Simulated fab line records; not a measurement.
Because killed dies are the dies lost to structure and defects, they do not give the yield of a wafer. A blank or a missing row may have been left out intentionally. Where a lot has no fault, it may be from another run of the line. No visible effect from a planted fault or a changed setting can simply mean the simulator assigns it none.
Chamber matching :: flow nand_harc :: rie_diel-10 running NHARC_A_CHANNEL_HOLE_D2_DESCUM_15: 4 sister chambers
The step chemistry O2, time 3 s. 4 wafers are shown with their chamber, then 10 later ones without.

WAFERS, EACH WITH ITS CHAMBER
wafer: L082.6
chamber: 2
drypump_motor_current_A (A): 6.2

wafer: L085.1
chamber: 3
drypump_motor_current_A (A): 5.2

wafer: L088.1
chamber: 0
drypump_motor_current_A (A): 5.6

wafer: L088.4
chamber: 1
drypump_motor_current_A (A): 5.9

WAFERS WHOSE CHAMBER IS MISSING
wafer: L088.5
drypump_motor_current_A (A): 6.1

wafer: L092.4
drypump_motor_current_A (A): 5.2

wafer: L092.5
drypump_motor_current_A (A): 6.2

wafer: L092.6
drypump_motor_current_A (A): 5.9

wafer: L094.1
drypump_motor_current_A (A): 6.2

wafer: L094.2
drypump_motor_current_A (A): 5.6

wafer: L094.4
drypump_motor_current_A (A): 5.9

wafer: L097.2
drypump_motor_current_A (A): 6.2

wafer: L097.4
drypump_motor_current_A (A): 5.1

wafer: L097.5
drypump_motor_current_A (A): 5.5

THE CHAMBER EACH PASSED THROUGH
wafer: L088.5
from the rows above: can't be placed: 2 or 1
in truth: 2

wafer: L092.4
from the rows above: 3
in truth: 3

wafer: L092.5
from the rows above: 2
in truth: 2

wafer: L092.6
from the rows above: 1
in truth: 1

wafer: L094.1
from the rows above: 2
in truth: 2

wafer: L094.2
from the rows above: 0
in truth: 0

wafer: L094.4
from the rows above: 1
in truth: 1

wafer: L097.2
from the rows above: 2
in truth: 2

wafer: L097.4
from the rows above: 3
in truth: 3

wafer: L097.5
from the rows above: 0
in truth: 0
9 of 10 placed correctly. These rows do not allow placing 1 (true chamber among the candidates in 1). 0 placed wrongly.
How it was worked out, from the rows above alone: a wafer's distance from a chamber is the root of the sum, over the readings, of the square of ((its reading less the chamber's mean) divided by the reading's scatter). The wafer belongs to the nearest chamber; if the next one is less than 2 further off, it can't be placed. A chamber's mean is the mean of its shown wafers. The scatter: with one shown wafer a chamber, the root of the mean of the squares of how far each hidden wafer lies from its nearest shown one.
